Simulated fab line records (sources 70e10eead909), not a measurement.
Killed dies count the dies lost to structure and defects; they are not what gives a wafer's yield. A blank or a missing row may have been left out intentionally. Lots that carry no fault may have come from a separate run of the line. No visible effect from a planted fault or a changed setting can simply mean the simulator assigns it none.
Which tool did it?    flow nand_harc    13 lots with 39 wafers sampled at 4 steps, on a route of 1159 steps

WHAT EACH GAUGE READ, for each wafer
The record lacks any reading of a measuring or inspecting step that a usual standard deviation could be used to judge.

WHAT TOOL EACH LOT RAN ON (gives the tool, then ch and the chambers of the sampled wafers, and finally the start)
lot   NHARC_P_M2_DESCUM_14                NHARC_P_M2_ETCH_15                             NHARC_P_M2_ECD_22               NHARC_P_M2_CMP_23
L489  rie_diel-11 ch 0,1, day 6 16:13     rie_diel-11 ch 0,1,3, day 6 17:38 or earlier   ecd_cu-01 ch 0,1, day 6 17:38   cmp-03 ch 1,2, day 6 18:19
L488  rie_diel-11 ch 0,1,3, day 6 18:30   rie_diel-11 ch 0,1, day 6 19:56 or earlier     ecd_cu-02 ch 0,1, day 6 19:56   cmp-03 ch 0,2,3, day 6 20:37
L490  rie_diel-11 ch 0,1,3, day 7 01:43   rie_diel-11 ch 0,2,3, day 7 03:06 or earlier   ecd_cu-02 ch 0,1, day 7 03:06   cmp-01 ch 0,1,3, day 7 03:49
L492  rie_diel-11 ch 1,2,3, day 7 04:59   rie_diel-11 ch 0,1,3, day 7 06:39 or earlier   ecd_cu-01 ch 0,1, day 7 06:39   cmp-03 ch 1,2,3, day 7 07:43
L491  rie_diel-11 ch 0,1, day 7 05:54     rie_diel-11 ch 0,3, day 7 07:26 or earlier     ecd_cu-01 ch 0,1, day 7 07:26   cmp-01 ch 1,2,3, day 7 08:16
L493  rie_diel-11 ch 1,2,3, day 7 10:10   rie_diel-11 ch 1,2,3, day 7 11:46 or earlier   ecd_cu-02 ch 0,1, day 7 11:46   cmp-02 ch 0,1,3, day 7 12:31
L495  rie_diel-11 ch 1,2, day 7 23:54     rie_diel-11 ch 0,1, day 8 01:49 or earlier     ecd_cu-02 ch 0,1, day 8 01:49   cmp-03 ch 1,2, day 8 02:33
L502  rie_diel-12 ch 0,1,2, day 9 05:29   rie_diel-12 ch 1,2,3, day 9 07:32 or earlier   ecd_cu-01 ch 0,1, day 9 07:32   cmp-01 ch 0,3, day 9 08:17
L501  rie_diel-11 ch 1,2, day 9 11:15     rie_diel-11 ch 0,3, day 9 12:43 or earlier     ecd_cu-02 ch 0, day 9 12:43     cmp-03 ch 2,3, day 9 13:32
L499  rie_diel-11 ch 0,1,3, day 9 12:57   rie_diel-11 ch 2,3, day 9 14:23 or earlier     ecd_cu-02 ch 0,1, day 9 14:23   cmp-03 ch 0,2,3, day 9 15:07
L507  rie_diel-12 ch 1,2,3, day 10 22:09  rie_diel-12 ch 1,2,3, day 10 23:38 or earlier  ecd_cu-01 ch 0,1, day 10 23:38  cmp-03 ch 1,3, day 11 00:16
L506  rie_diel-11 ch 2,3, day 11 02:33    rie_diel-11 ch 0,3, day 11 04:19 or earlier    ecd_cu-01 ch 0,1, day 11 04:19  cmp-01 ch 0,2,3, day 11 05:04
L510  rie_diel-11 ch 0,2,3, day 11 12:04  rie_diel-11 ch 1,2,3, day 11 13:29 or earlier  ecd_cu-01 ch 0,1, day 11 13:29  cmp-02 ch 0,1,2, day 11 14:14
- NHARC_P_M2_DESCUM_14: chemistry O2, time 3 s.
- NHARC_P_M2_ETCH_15: etches the open film in C4F8/Ar, target depth 182.5 nm, time 91.2 s.
- NHARC_P_M2_ECD_22: material Cu, target thk 400 nm.
- NHARC_P_M2_CMP_23: polishes, t overpolish 20 s, target thk 144.3 nm.

AS READ BY THE TOOLS THEMSELVES (means over the sampled wafers that have a number; for cases with no such wafer, the mark the record gives instead)
NHARC_P_M2_DESCUM_14. Usual: drypump_motor_current_A 5.8 A, standard deviation 0.37; o2_flow_sccm 200.0 sccm, standard deviation 0.59; oes_product_au 1.002 a.u., standard deviation 0.017; rf_vpp_V 57.7 V, standard deviation 0.86; showerhead_plenum_p_Torr 1.92 Torr, standard deviation 0.076; throttle_valve_pct 11.311 %, standard deviation 0.0099.
lot   tool         drypump_motor_current_A (A)  o2_flow_sccm (sccm)  oes_product_au (a.u.)  rf_vpp_V (V)  showerhead_plenum_p_Torr (Torr)  throttle_valve_pct (%)  flag
L489  rie_diel-11  5.5                          200.0                0.990                  58.4          1.97                             11.319                  
L488  rie_diel-11  5.7                          200.3                1.005                  57.9          1.99                             11.307                  
L490  rie_diel-11  5.7                          199.3                1.005                  57.3          1.99                             11.312                  
L492  rie_diel-11  5.8                          199.8                1.011                  57.7          1.95                             11.296                  
L491  rie_diel-11  5.4                          200.0                1.013                  58.3          1.96                             11.303                  
L493  rie_diel-11  5.8                          199.9                1.007                  57.9          1.95                             11.312                  
L495  rie_diel-11  5.6                          200.2                1.001                  58.4          1.88                             11.308                  
L502  rie_diel-12  6.0                          199.7                1.000                  57.4          1.90                             11.324                  
L501  rie_diel-11  5.4                          200.1                1.019                  57.9          1.92                             11.307                  
L499  rie_diel-11  5.7                          199.8                1.011                  58.8          1.99                             11.312                  
L507  rie_diel-12  5.9                          200.0                1.015                  57.5          1.87                             11.315                  
L506  rie_diel-11  5.9                          200.7                0.996                  58.1          1.91                             11.300                  
L510  rie_diel-11  5.8                          200.2                0.997                  57.8          1.95                             11.316                  

NHARC_P_M2_ETCH_15. Usual: oes_product_au 0.951 a.u., standard deviation 0.026; rf_vpp_V 441.0 V, standard deviation 2.4.
lot   tool         oes_product_au (a.u.)  rf_vpp_V (V)  flag
L489  rie_diel-11  0.975                  442.9         
L488  rie_diel-11  0.937                  441.8         
L490  rie_diel-11  0.957                  441.7         
L492  rie_diel-11  0.974                  443.1         
L491  rie_diel-11  0.966                  444.0         
L493  rie_diel-11  0.968                  442.4         
L495  rie_diel-11  0.932                  441.4         
L502  rie_diel-12  0.945                  439.5         
L501  rie_diel-11  0.985                  442.9         
L499  rie_diel-11  0.968                  442.7         
L507  rie_diel-12  0.930                  439.8         
L506  rie_diel-11  0.957                  443.1         
L510  rie_diel-11  0.971                  442.3         

NHARC_P_M2_CMP_23. Usual: motor_current_A 12.0 A, standard deviation 1.5; slurry_filter_dp_kPa 13.51 kPa, standard deviation 0.14; time_to_endpoint_s 29 s, standard deviation 3.4.
lot   tool    motor_current_A (A)  slurry_filter_dp_kPa (kPa)  time_to_endpoint_s (s)  flag
L489  cmp-03  11.6                 13.49                       29                      
L488  cmp-03  12.7                 13.48                       30                      
L490  cmp-01  11.5                 13.56                       29                      
L492  cmp-03  12.8                 13.57                       31                      
L491  cmp-01  11.1                 13.69                       28                      
L493  cmp-02  13.3                 13.53                       25                      
L495  cmp-03  12.2                 13.63                       25                      
L502  cmp-01  11.6                 13.50                       28                      
L501  cmp-03  13.7                 13.50                       12                      OFF
L499  cmp-03  12.8                 13.31                       13                      OFF
L507  cmp-03  13.0                 13.67                       30                      
L506  cmp-01  11.5                 13.50                       30                      
L510  cmp-02  12.6                 13.61                       25                      

THE ANSWER, worked out from the rows above alone
Rule: a lot is off if the mean of its wafers that have a number lies more than 3 standard deviations from the usual mean. Also off: a lot with no number at a reading for which 4 or more lots have one. The other lots that the step has rows for count as sound. First the gauges in route order, then the tools' own readings, where a lot's mean is used as printed above. At the first step where some lot is off, the reading lying furthest off is the one used; lots without a number count as furthest.
Off, at NHARC_P_M2_CMP_23 on time_to_endpoint_s: L501, L499.
A tool fits if, at that step or a process step before it, it ran every lot that is off, and no sound lot after the first of them. Because NHARC_P_M2_ETCH_15 lacks a start for some lots, the hours and order of its lots are taken from NHARC_P_M2_ECD_22. One fits: NHARC_P_M2_ECD_22 on ecd_cu-02. A fault onset in the window from L495 (day 8 01:49, its last sound lot) to L501 (day 9 12:43, its first lot off) fits.

WHAT THE SIMULATOR HAD PUT IN
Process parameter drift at NHARC_P_M2_ECD_22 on ecd_cu-02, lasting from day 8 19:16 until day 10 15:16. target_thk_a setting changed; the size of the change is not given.
Lots struck among those shown: L501, L499. This agrees with what the rule above found.
